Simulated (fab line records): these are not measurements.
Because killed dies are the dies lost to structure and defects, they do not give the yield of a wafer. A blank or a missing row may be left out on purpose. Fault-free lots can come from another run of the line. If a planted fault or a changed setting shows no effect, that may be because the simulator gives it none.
Check of tool commonality -- flow n5_finfet -- 8 lots, 24 wafers sampled

REASON IT WAS OPENED
N5_BEOL_M13_THK_MEAS_50, reading M13_THK: flagged on 3 of 8 lots. No-fault wafers: 418 nm, standard deviation 7.
Rule: flag the lot when none of its wafers has a number, or when each of its wafers that has one lies beyond 4 standard deviations from that mean. The rest of the lots are taken to be sound.

lot,measured,on,"M13_THK (nm), wafer by wafer",flag
L510,day 15 08:36,film_metro-01,961 958 947,FLAGGED
L513,day 15 12:57,film_metro-02,935 948 937,FLAGGED
L511,day 15 14:31,film_metro-02,939 946 932,FLAGGED
L512,day 15 17:37,film_metro-01,426 430 432,
L521,day 18 02:10,film_metro-01,413 420 409,
L520,day 18 04:28,film_metro-01,419 412 418,
L524,day 18 18:17,film_metro-02,418 418 424,
L523,day 18 23:30,film_metro-02,426 423 420,
Average over the flagged lots: 945 nm; offset from the usual +527 nm, equal to +75 standard deviations.

LOT BY LOT: THE TOOL USED
Before the reading, the record contains 3 process steps out of a 1938-step route. Read each cell as the tool, then ch plus the chambers that the sampled wafers visited, then the start.
lot,flag,N5_BEOL_M13_DESCUM_15,N5_BEOL_M13_SPUTTER_45,N5_BEOL_M13_CMP_49
L510,FLAGGED,"rie_diel-02 ch 1,2,3, day 15 03:50","pvd_sputter-01, day 15 07:44","cmp-02 ch 1,2,3, day 15 08:18"
L513,FLAGGED,"rie_diel-06 ch 0,1,3, day 15 07:02","pvd_sputter-02, day 15 12:04","cmp-01 ch 0,2,3, day 15 12:39"
L511,FLAGGED,"rie_diel-02 ch 1,2,3, day 15 10:16","pvd_sputter-01, day 15 13:19","cmp-01 ch 0,1,3, day 15 14:17"
L512,,"rie_diel-05 ch 0,3, day 15 14:31","pvd_sputter-02, day 15 16:43","cmp-02 ch 0,1,2, day 15 17:21"
L521,,"rie_diel-05 ch 2,3, day 17 22:17","pvd_sputter-01, day 18 01:09","cmp-01 ch 2,3, day 18 01:54"
L520,,"rie_diel-05 ch 0,2,3, day 17 22:37","pvd_sputter-01, day 18 03:35","cmp-02 ch 0,1, day 18 04:10"
L524,,"rie_diel-02 ch 0,1, day 18 14:16","pvd_sputter-01, day 18 17:23","cmp-02 ch 0,1, day 18 18:01"
L523,,"rie_diel-02 ch 1,2, day 18 16:04","pvd_sputter-02, day 18 22:38","cmp-01 ch 0,3, day 18 23:14"
What is done by these steps:
- N5_BEOL_M13_DESCUM_15: chemistry O2, time 7.9 s.
- N5_BEOL_M13_SPUTTER_45: material Cu, target thk 80 nm, time 13.33 s.
- N5_BEOL_M13_CMP_49: polishes, stops on SiOC, t overpolish 17.1 s, target thk 420 nm.
- N5_BEOL_M13_THK_MEAS_50: measures by xrf.

FLAGGED OVER TOTAL, TOOL BY TOOL (the gauges that took the reading come last)
step,tool,lots run,flagged,share of the flagged lots,sound lots run after its first flagged lot
N5_BEOL_M13_DESCUM_15,rie_diel-02,4,2,some,"2 (L524,L523)"
N5_BEOL_M13_DESCUM_15,rie_diel-05,3,0,none,-
N5_BEOL_M13_DESCUM_15,rie_diel-06,1,1,some,0
N5_BEOL_M13_SPUTTER_45,pvd_sputter-01,5,2,some,"3 (L521,L520,L524)"
N5_BEOL_M13_SPUTTER_45,pvd_sputter-02,3,1,some,"2 (L512,L523)"
N5_BEOL_M13_CMP_49,cmp-01,4,2,some,"2 (L521,L523)"
N5_BEOL_M13_CMP_49,cmp-02,4,1,some,"3 (L512,L520,L524)"
N5_BEOL_M13_THK_MEAS_50,film_metro-01,4,1,some,"3 (L512,L521,L520)"
N5_BEOL_M13_THK_MEAS_50,film_metro-02,4,2,some,"2 (L524,L523)"

WHAT IS ALLOWED BY THE TABLE
No row of the table ran every flagged lot.

WHAT THE SIMULATOR HAD PUT IN
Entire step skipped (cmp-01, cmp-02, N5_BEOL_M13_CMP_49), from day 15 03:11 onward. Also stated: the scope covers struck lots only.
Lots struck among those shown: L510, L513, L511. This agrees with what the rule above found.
